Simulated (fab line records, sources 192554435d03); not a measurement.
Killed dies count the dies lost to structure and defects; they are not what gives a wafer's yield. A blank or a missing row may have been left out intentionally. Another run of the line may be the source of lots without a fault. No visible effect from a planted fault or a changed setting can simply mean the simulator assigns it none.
fab line records ; flow n5Finfet
[record] lots = 6; wafers = 18; lastDay = 17
route steps=1938 shown DUMMY_REMOVAL@383 HKMG_FIN@385 BEOL_M4@1111
lots with no fault: from the same line, run without faults
startH: start of the lot's first displayed wafer, in hours after the record's first day ; waitH: how many hours have passed since the lot's step before this one ; " as in the row above ; L1.1+2: one row covering several wafers at once ; - value missing, or start not given ; * or withheld: withheld ; < > ~ a bound
route shown NAME@n: a module of which the file shows steps, and the number in the route of the first ; usual: average and standard deviation across the fault-free wafers ; same: alike in all rows ; chamber/n: place in a boat ; sites: each site's reading ; _std_site: the standard deviation of these ; _edge_site: mean of outer sites minus mean of inner sites ; radiusMm: for every site, how far away it sits from the centre of the wafer ; mask NAME#n: copy n ; behind: the tool/chamber that last shaped the wafer ; hold: reason for holding the lot/hours on hold/outcome of the hold ; device: names the non-switching transistor (n, p or np) ; end of line: the same wafers' tests at the end of the route ; where a step has no rows: the recipe by itself ; killed: not the wafer's yield, but the dies lost to structure and defects at the first sort ; map: shows each die of a wafer: x if killed, . if not, _ if none is there
set.NAME: the run value of the setting; set.NAME@STEP: its run value at that earlier step ; model.NAME: the simulator's own value behind a step, which no gauge read
lots seen at some steps along the route; tables by step, rows by wafer
services: when a tool's chamber went out of use (startH, in hours from the record's first day, below 0 if earlier), for how many hours, and the reason
[[steps]]
[step N5_DUMMY_REMOVAL_PRECLEAN_04]
[recipe] chemistry = DHF; timeS = 37; tempC = 25; dilution = 500:1
[step N5_DUMMY_REMOVAL_SRD_05]
[recipe] dry = ipaMarangoni; doPpb = 5; timeS = 30; tempC = 23; rinseLiquid = diw
[step N5_HKMG_FIN_IL_REGROW_00]
[recipe] material = SiO2; targetThkA = 7.5; chemistry = O3; tempC = withheld; timeS = 30
[step N5_HKMG_FIN_HK_ALD_01]
[recipe] material = HfO2; targetThkA = 16; tempC = withheld; aldPrecursorFamily = HfCl4; aldCoReactant = H2O; pulseTimeS = 3; purgeTimeS = 3; coReactantPurgeTimeS = 2.5; coReactantPulseTimeS = 0.3; aldCycles = 30
[usual] precursorPulseHeightRel = 1.000/0.018
lot.wafer;tool;chamber;startH;waitH;precursorPulseHeightRel
L193.1;aldHk-01;3;103.92;0.0;0.994
L193.3;aldHk-01;1;103.92;0.0;0.967
L193.5;aldHk-01;0;103.92;0.0;0.983
L194.1;aldHk-01;3;106.56;0.0;1.031
L194.3;aldHk-01;2;106.56;0.0;0.991
L194.6;aldHk-01;3;106.56;0.0;1.018
L204.1;aldHk-02;1;164.89;0.0;0.988
L204.4;aldHk-02;2;164.89;0.0;1.015
L204.5;aldHk-02;2;164.89;0.0;1.000
L206.1;aldHk-02;1;176.86;0.0;1.009
L206.3;aldHk-02;3;176.86;0.0;1.059
L206.6;aldHk-02;0;176.86;0.0;0.994
L210.1;aldHk-02;1;203.60;0.0;0.992
L210.4;aldHk-02;0;203.60;0.0;0.982
L210.6;aldHk-02;1;203.60;0.0;1.017
L211.4;aldHk-01;3;208.22;0.0;0.993
L211.5;aldHk-01;3;208.22;0.0;1.034
L211.6;aldHk-01;2;208.22;0.0;0.992
[step N5_HKMG_FIN_HK_ANNEAL_02]
[recipe] tempC = 700; timeS = 30; ambient = N2; idleTempC = 600; rampUpCPerS = 150; rampDownCPerS = 60; coolToC = 600
[usual] lampPowerPct = 8.80/0.055; lamp_zone_6_pct = 8.727/0.0093; wafer_temp_C_max = 702.9/0.69
lot.wafer;tool;chamber;startH;waitH;lampPowerPct;lamp_zone_6_pct;wafer_temp_C_max
L193.1;rtpAnneal-01;0;104.11;0.1;8.78;8.730;702.4
L193.3;rtpAnneal-01;0;104.11;0.1;8.78;8.726;702.9
L193.5;rtpAnneal-01;0;104.11;0.1;8.85;8.725;703.0
L194.1;rtpAnneal-01;0;106.75;0.1;8.83;8.748;702.4
L194.3;rtpAnneal-01;0;106.75;0.1;8.81;8.737;703.2
L194.6;rtpAnneal-01;0;106.75;0.1;8.73;8.739;702.6
L204.1;rtpAnneal-02;0;165.08;0.1;8.84;8.721;703.1
L204.4;rtpAnneal-02;0;165.08;0.1;8.72;8.734;703.5
L204.5;rtpAnneal-02;0;165.08;0.1;8.88;8.722;703.6
L206.1;rtpAnneal-01;0;177.15;0.2;8.85;8.728;703.0
L206.3;rtpAnneal-01;0;177.15;0.2;8.78;8.732;703.9
L206.6;rtpAnneal-01;0;177.15;0.2;8.73;8.718;702.3
L210.1;rtpAnneal-01;0;203.91;0.2;8.78;8.718;703.1
L210.4;rtpAnneal-01;0;203.91;0.2;8.82;8.734;702.0
L210.6;rtpAnneal-01;0;203.91;0.2;8.81;8.721;703.6
L211.4;rtpAnneal-01;0;208.50;0.2;8.85;8.724;703.1
L211.5;rtpAnneal-01;0;208.50;0.2;8.84;8.723;704.4
L211.6;rtpAnneal-01;0;208.50;0.2;8.74;8.746;702.6
[step N5_HKMG_FIN_ALD_74]
[recipe] material = La2O3; targetThkA = 5; tempC = 250; aldPrecursorFamily = La-Cp; aldCoReactant = O3; pulseTimeS = 6; coReactantPulseTimeS = 1; purgeTimeS = 3; coReactantPurgeTimeS = 3
[usual] heaterPowerW = 344/49; precursorPulseHeightRel = 0.998/0.02
lot.wafer;tool;chamber;startH;waitH;heaterPowerW;precursorPulseHeightRel
L193.1;aldHk-03;0;104.32;0.2;346;1.029
L193.3;aldHk-03;3;104.32;0.2;297;0.999
L193.5;aldHk-03;0;104.32;0.2;344;1.009
L194.1;aldHk-03;3;106.96;0.2;299;0.960
L194.3;aldHk-03;1;106.96;0.2;448;0.984
L194.6;aldHk-03;1;106.96;0.2;452;0.994
L204.1;aldHk-03;0;165.29;0.2;339;1.008
L204.4;aldHk-03;1;165.29;0.2;453;1.027
L204.5;aldHk-03;3;165.29;0.2;290;0.986
L206.1;aldHk-03;1;177.37;0.2;440;1.021
L206.3;aldHk-03;0;177.37;0.2;347;1.012
L206.6;aldHk-03;0;177.37;0.2;334;0.995
L210.1;aldHk-03;0;204.13;0.2;342;1.013
L210.4;aldHk-03;3;204.13;0.2;299;1.020
L210.6;aldHk-03;3;204.13;0.2;293;0.976
L211.4;aldHk-03;0;208.62;0.1;344;0.998
L211.5;aldHk-03;2;208.62;0.1;290;0.982
L211.6;aldHk-03;3;208.62;0.1;298;0.991
[step N5_HKMG_FIN_ALD_75]
[recipe] material = Al2O3; targetThkA = 10; tempC = 150; aldPrecursorFamily = TMA; aldCoReactant = H2O; pulseTimeS = withheld; coReactantPulseTimeS = 1
[usual] heaterPowerW = 148/21; precursorPulseHeightRel = 0.999/0.019
lot.wafer;tool;chamber;startH;waitH;heaterPowerW;precursorPulseHeightRel
L193.1;aldHk-03;0;104.40;0.0;146;0.988
L193.3;aldHk-03;3;104.40;0.0;125;1.002
L193.5;aldHk-03;0;104.40;0.0;151;1.001
L194.1;aldHk-03;3;107.04;0.0;132;0.988
L194.3;aldHk-03;1;107.04;0.0;188;1.046
L194.6;aldHk-03;1;107.04;0.0;192;0.985
L204.1;aldHk-03;0;165.37;0.0;147;0.988
L204.4;aldHk-03;1;165.37;0.0;194;1.001
L204.5;aldHk-03;3;165.37;0.0;129;0.995
L206.1;aldHk-03;1;177.44;0.0;193;1.002
L206.3;aldHk-03;0;177.44;0.0;146;1.010
L206.6;aldHk-03;0;177.44;0.0;151;1.019
L210.1;aldHk-03;0;204.20;0.0;150;0.995
L210.4;aldHk-03;3;204.20;0.0;130;0.984
L210.6;aldHk-03;3;204.20;0.0;129;1.007
L211.4;aldHk-03;0;208.70;0.0;146;0.982
L211.5;aldHk-03;2;208.70;0.0;122;1.000
L211.6;aldHk-03;3;208.70;0.0;129;1.008
[step N5_HKMG_FIN_COAT_41]
[recipe] resist = SOC; tempC = 250; timeS = 60; spinRpm = 1500; resistThkNm = 300
[step N5_HKMG_FIN_COAT_42]
[recipe] resist = SiARC; tempC = 220; timeS = 60; spinRpm = 1500; resistThkNm = 35
[step N5_HKMG_FIN_COAT_43]
[recipe] resist = CAR-ArF; spinRpm = 1500; resistThkNm = 90
[step N5_HKMG_FIN_EBR_45]
[recipe] solvent = PGMEA; ebrWidthMm = 1.5
[step N5_HKMG_FIN_SOFTBAKE_44]
[recipe] tempC = 110; timeS = 60; resist = CAR-ArF
[step N5_HKMG_FIN_EXPOSE_46]
[recipe] maskId = NDIPOLE; na = 1.35; sourceShape = conventional; sigmaOuter = 0.8; polarization = unpolarized; doseMj = 40
lot.wafer;tool;chamber;startH;waitH;mask;model.HKMG_FIN.overlayXNm
L193.1+3+5;arfiScanner-03;0;104.62;-;NDIPOLE#0;0
L194.1+3+6;arfiScanner-02;0;107.38;-;NDIPOLE#0;0
L204.1+4+5;arfiScanner-03;0;165.60;-;NDIPOLE#0;11.8
L206.1+3+6;arfiScanner-03;0;177.79;-;NDIPOLE#0;11.6
L210.1+4+6;arfiScanner-01;0;204.57;-;NDIPOLE#0;0
L211.4+5+6;arfiScanner-01;0;208.93;-;NDIPOLE#0;0.4
[step N5_HKMG_FIN_PEB_47]
[recipe] pebTempC = withheld; pebTimeS = 60; resist = CAR-ArF
[step N5_HKMG_FIN_DEVELOP_48]
[recipe] developTimeS = 30; developer = TMAH; resist = CAR-ArF; rinseLiquid = diw; dry = airSpin; devTempC = 23
[step N5_HKMG_FIN_CD_MEAS_49]
[recipe] targetCdNm = 202; landingEnergyEv = 500; detector = seInlens; polarity = opening
[usual] cdNm = 202.0/0.87
lot.wafer;tool;chamber;startH;waitH;cdNm
L193.1;cdSem-02;0;104.74;-;200.3
L193.3;cdSem-02;0;104.74;-;202.1
L193.5;cdSem-02;0;104.74;-;201.6
L194.1;cdSem-03;0;107.51;-;202.7
L194.3;cdSem-03;0;107.51;-;201.1
L194.6;cdSem-03;0;107.51;-;200.6
L204.1;cdSem-01;0;165.73;-;202.7
L204.4;cdSem-01;0;165.73;-;200.9
L204.5;cdSem-01;0;165.73;-;201.3
L206.1;cdSem-01;0;177.91;-;202.1
L206.3;cdSem-01;0;177.91;-;203.5
L206.6;cdSem-01;0;177.91;-;202.6
L210.1;cdSem-01;0;204.70;-;201.1
L210.4;cdSem-01;0;204.70;-;202.4
L210.6;cdSem-01;0;204.70;-;202.6
L211.4;cdSem-01;0;209.04;-;202.1
L211.5;cdSem-01;0;209.04;-;202.1
L211.6;cdSem-01;0;209.04;-;200.3
[step N5_HKMG_FIN_OVL_MEAS_50]
[recipe] pointsPerWafer = 44
[usual] NDIPOLE_OVL = -0.1/0.78
lot.wafer;tool;chamber;startH;waitH;NDIPOLE_OVL[nm]
L193.1;overlay-02;0;104.77;0.0;0.8
L193.3;overlay-02;0;104.77;0.0;0.7
L193.5;overlay-02;0;104.77;0.0;-0.3
L194.1;overlay-02;0;107.54;0.0;-0.7
L194.3;overlay-02;0;107.54;0.0;-1.3
L194.6;overlay-02;0;107.54;0.0;-0.2
L204.1;overlay-02;0;165.76;0.0;12.1
L204.4;overlay-02;0;165.76;0.0;12.6
L204.5;overlay-02;0;165.76;0.0;12.3
L206.1;overlay-02;0;177.94;0.0;11.3
L206.3;overlay-02;0;177.94;0.0;11.5
L206.6;overlay-02;0;177.94;0.0;11.8
L210.1;overlay-02;0;204.73;0.0;-0.2
L210.4;overlay-02;0;204.73;0.0;-0.2
L210.6;overlay-02;0;204.73;0.0;-0.6
L211.4;overlay-02;0;209.07;0.0;-0.9
L211.5;overlay-02;0;209.07;0.0;-0.3
L211.6;overlay-02;0;209.07;0.0;-0.1
[step N5_HKMG_FIN_INSPECT_61]
[recipe] mode = adi; inspectInstrument = macro
[usual] rawDefectCount = 2.0/1.3
lot.wafer;tool;chamber;startH;waitH;rawDefectCount
L193.1;defectInspect-02;-;104.79;0.0;2
L193.3;defectInspect-02;-;104.79;0.0;2
L193.5;defectInspect-02;-;104.79;0.0;0
L194.1;defectInspect-02;-;107.56;0.0;2
L194.3;defectInspect-02;-;107.56;0.0;2
L194.6;defectInspect-02;-;107.56;0.0;4
L204.1;defectInspect-01;-;165.78;0.0;1
L204.4;defectInspect-01;-;165.78;0.0;2
L204.5;defectInspect-01;-;165.78;0.0;0
L206.1;defectInspect-01;-;177.96;0.0;3
L206.3;defectInspect-01;-;177.96;0.0;2
L206.6;defectInspect-01;-;177.96;0.0;2
L210.1;defectInspect-02;-;204.75;0.0;3
L210.4;defectInspect-02;-;204.75;0.0;1
L210.6;defectInspect-02;-;204.75;0.0;1
L211.4;defectInspect-02;-;209.10;0.0;3
L211.5;defectInspect-02;-;209.10;0.0;1
L211.6;defectInspect-02;-;209.10;0.0;1
[step N5_BEOL_M4_RC_MEAS_101]
[usual] DIBL_N = 36.2/2; DIBL_P = 36.1/2.4; IOFF_N = 0.16/0.035; IOFF_P = 0.22/0.041; ION_N = 675/14; ION_P = 465/8.6; SS_N = 71.5/0.64; SS_P = 73.2/0.76; VT_N = 250/3.9; VT_P = -249/3.4
lot.wafer;tool;chamber;startH;waitH;DIBL_N[mV/V];DIBL_P[mV/V];IOFF_N[nA/um];IOFF_P[nA/um];ION_N[uA/um];ION_P[uA/um];SS_N[mV/dec];SS_P[mV/dec];VT_N[mV];VT_P[mV]
L194.1;prober-01;0;205.99;0.0;37.3;37.2;0.18;0.24;675;465;72.0;73.2;247;-249
L194.3;prober-01;0;205.99;0.0;35.4;36.0;0.14;0.23;678;473;71.4;73.2;252;-247
L194.6;prober-01;0;205.99;0.0;35.6;36.1;0.15;0.23;677;464;71.3;73.7;250;-247
L193.1;prober-02;0;209.04;0.0;37.4;37.3;0.16;0.22;683;469;71.6;73.8;252;-248
L193.3;prober-02;0;209.04;0.0;34.9;34.7;0.13;0.18;667;455;71.1;72.7;251;-251
L193.5;prober-02;0;209.04;0.0;37.7;37.6;0.17;0.23;684;471;72.4;72.5;251;-251
L204.1;prober-01;0;264.24;0.0;37.9;37.7;0.17;0.24;681;466;72.2;73.2;251;-245
L204.4;prober-01;0;264.24;0.0;35.6;35.9;0.13;0.21;671;474;71.3;72.7;253;-249
L204.5;prober-01;0;264.24;0.0;35.6;34.7;0.13;0.20;663;468;71.7;72.9;249;-248
L206.1;prober-01;0;272.10;0.0;37.8;38.8;0.19;0.21;702;466;72.2;73.8;248;-250
L206.3;prober-01;0;272.10;0.0;34.4;37.1;0.13;0.19;667;464;71.2;73.7;253;-252
L206.6;prober-01;0;272.10;0.0;36.9;39.0;0.17;0.21;683;467;71.8;73.8;250;-253
L210.1;prober-01;0;298.57;0.0;35.0;34.5;0.13;0.20;660;465;70.9;73.2;251;-249
L210.4;prober-01;0;298.57;0.0;36.9;35.5;0.16;0.20;672;459;71.8;74.1;248;-250
L210.6;prober-01;0;298.57;0.0;36.2;34.7;0.14;0.18;671;457;71.6;73.4;252;-255
L211.4;prober-01;0;315.28;0.5;33.0;33.1;0.11;0.15;665;453;70.3;72.6;258;-256
L211.5;prober-01;0;315.28;0.5;33.5;33.3;0.12;0.15;671;453;70.7;72.2;255;-256
L211.6;prober-01;0;315.28;0.5;34.9;34.8;0.13;0.17;675;459;71.2;73.0;254;-254
[[services]]
tool;chamber;startH;hours;kind
arfiScanner-02;-;86.39;0.5;repair
arfiScanner-01;-;92.12;1.0;pm
arfiScanner-01;0;94.62;-;calibration
arfiScanner-02;-;100.98;0.8;pm
arfiScanner-02;-;112.11;120.0;pm
arfiScanner-03;-;128.89;1.3;pm
arfiScanner-01;-;155.55;0.4;repair
arfiScanner-01;-;158.47;0.8;pm
arfiScanner-01;-;167.01;1.0;pm
arfiScanner-03;-;186.90;3.1;pm
arfiScanner-03;-;190.02;1.0;pm
arfiScanner-01;-;191.51;1.3;pm
arfiScanner-03;-;203.90;0.8;pm
[[key]]
[firstSign] step = N5_HKMG_FIN_OVL_MEAS_50; reading = NDIPOLE_OVL; direction = up; sigmas = 15; usual = -0.1; struck = 11.9
effect none on later readings
[modelEffect] step = N5_HKMG_FIN_EXPOSE_46; value = HKMG_FIN.overlayXNm; without = -0.5; struck = 11.7
metAt N5_HKMG_FIN_EXPOSE_46
struckWafers L204.1,L204.4,L204.5,L206.1,L206.3,L206.6
onsetBetween 104.62 165.60
[fault] kind = scannerMatchingOverlay; tool = arfiScanner-03; chamber = -; onsetH = 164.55; steps = N5_HKMG_FIN_EXPOSE_46; offset = 12.216
